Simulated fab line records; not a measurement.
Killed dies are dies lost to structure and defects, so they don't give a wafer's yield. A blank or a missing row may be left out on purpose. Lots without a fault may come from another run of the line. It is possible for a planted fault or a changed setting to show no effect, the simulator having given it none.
Problem report, 8D (eight disciplines) form, completed by code + flow n5 finfet + the parts of the form that need people (team, actions taken, sign-off) are left out

== 1. WHAT IS WRONG ==
raw defect count at N5_FIN_CUT_INSPECT_17 reads a mean of 723 on 6 wafers of 2 lots; wafers without a fault read 226 with a standard deviation of 57. That is +8.7 standard deviations from the usual mean.
The step: inspects for defects (brightfield).
Seen first at day 4 11:33 on defect inspect-02, wafer L629.1. The record holds 27 wafers of 9 lots with a number at this step. By rule, "out" or "out of limits" means more than 4 standard deviations away from the usual mean. Any other wafer with a number is counted as sound.

== 2. WHAT IT IS AND WHAT IT IS NOT ==
| question                    | is                                   | is not                                                                                      |
|-----------------------------|--------------------------------------|---------------------------------------------------------------------------------------------|
| which readings at this step | raw defect count                     | -                                                                                           |
| which lots                  | L629, L631                           | L621, L623, L636, L640, L641, L642, L643                                                    |
| which wafers of those lots  | all that have a number               | -                                                                                           |
| read on which gauges        | defect inspect-01, defect inspect-02 | -                                                                                           |
| when                        | from day 4 11:33                     | up to then (6 sound wafers); but 15 sound wafers of L636, L640, L641, L642, L643 came after |

== 3. SUSPECTS, AND WHAT RULES EACH OUT ==
Counting: a tool at a process step up to the reading stays a suspect if it ran every lot that is out and no sound lot after the first of them.
- ruled out: the gauge at N5_FIN_CUT_INSPECT_17. The wafers that are out were read on 2 gauges (defect inspect-01, defect inspect-02).
- rie si-01 at N5_FIN_SAQP_FIN_ETCH_36 (etches the open film in HBr/Cl2/O2, target depth 120 nm, time 50.4 s): ruled out as a lasting fault. Sound lots L636, L643 ran on it after its first lot that is out, L629 (day 4 09:33).
- vapor etch-02 at N5_FIN_CUT_PRECLEAN_35 (cleans in vHF, time 13.3 s): ruled out as a lasting fault. Sound lots L642, L643 ran on it after its first lot that is out, L629 (day 4 10:54).
Left after counting: nothing in the record.

== 4. THE CAUSE (what the simulator had put in) ==
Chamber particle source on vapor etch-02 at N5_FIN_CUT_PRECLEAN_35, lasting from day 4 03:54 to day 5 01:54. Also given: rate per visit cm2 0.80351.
The count ruled it out by mistake, since the rule takes a fault to strike every lot its tool runs from the start of the fault on, and this one did not do so.

== 5. SEQUENCE OF EFFECTS, ordered by route ==
One row per reading whose mean, taken over the struck wafers that have a number, lies over 3 standard deviations from the usual. Only readings for which the record gives a usual standard deviation are gone through. hours: the time from each lot's start at the first step in this table that gives one to its start at this step, as a median over the lots. sigmas: the change in usual standard deviations.
| hours | step                    | reading              | usual  | on struck wafers | change | sigmas |
|-------|-------------------------|----------------------|--------|------------------|--------|--------|
| 0     | N5_FIN_CUT_INSPECT_17   | raw defect count     | 226    | 723              | +497   | +8.7   |
| 242   | N5_PASSIVATION_PROBE_49 | defect limited yield | 91.3 % | 82.0             | -9.3   | -6.2   |
| 242   | N5_PASSIVATION_PROBE_49 | killed at front end  | 40     | 152              | +112   | +11    |
| 242   | N5_PASSIVATION_PROBE_49 | killed dies          | 103    | 213              | +110   | +6.5   |
| 242   | N5_PASSIVATION_PROBE_49 | sort_bin_5_function  | 5.0 %  | 11.6             | +6.6   | +6.8   |
| 242   | N5_PASSIVATION_PROBE_49 | sort n pass          | 1077   | 967              | -110   | -6.5   |
| 242   | N5_PASSIVATION_PROBE_49 | sort yield pct       | 91.3 % | 82.0             | -9.3   | -6.2   |
The process steps in it:
- N5_PASSIVATION_PROBE_49
At these later measuring or inspecting steps, every struck wafer for which the step has a row has a number for every such reading, and none has moved that far: N5_BEOL_M4_RC_MEAS_101.

== 6. WHAT WOULD HAVE CAUGHT IT SOONER ==
Counted from the fault's start at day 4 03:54, it took 8 hours until the first out-of-limits reading at a measuring or inspecting step in this record, taken at day 4 11:33.
Tool readings at N5_FIN_CUT_PRECLEAN_35 with a usual standard deviation given in the record: none out on any struck wafer, hence no alarm at a limit of 4 standard deviations on them.
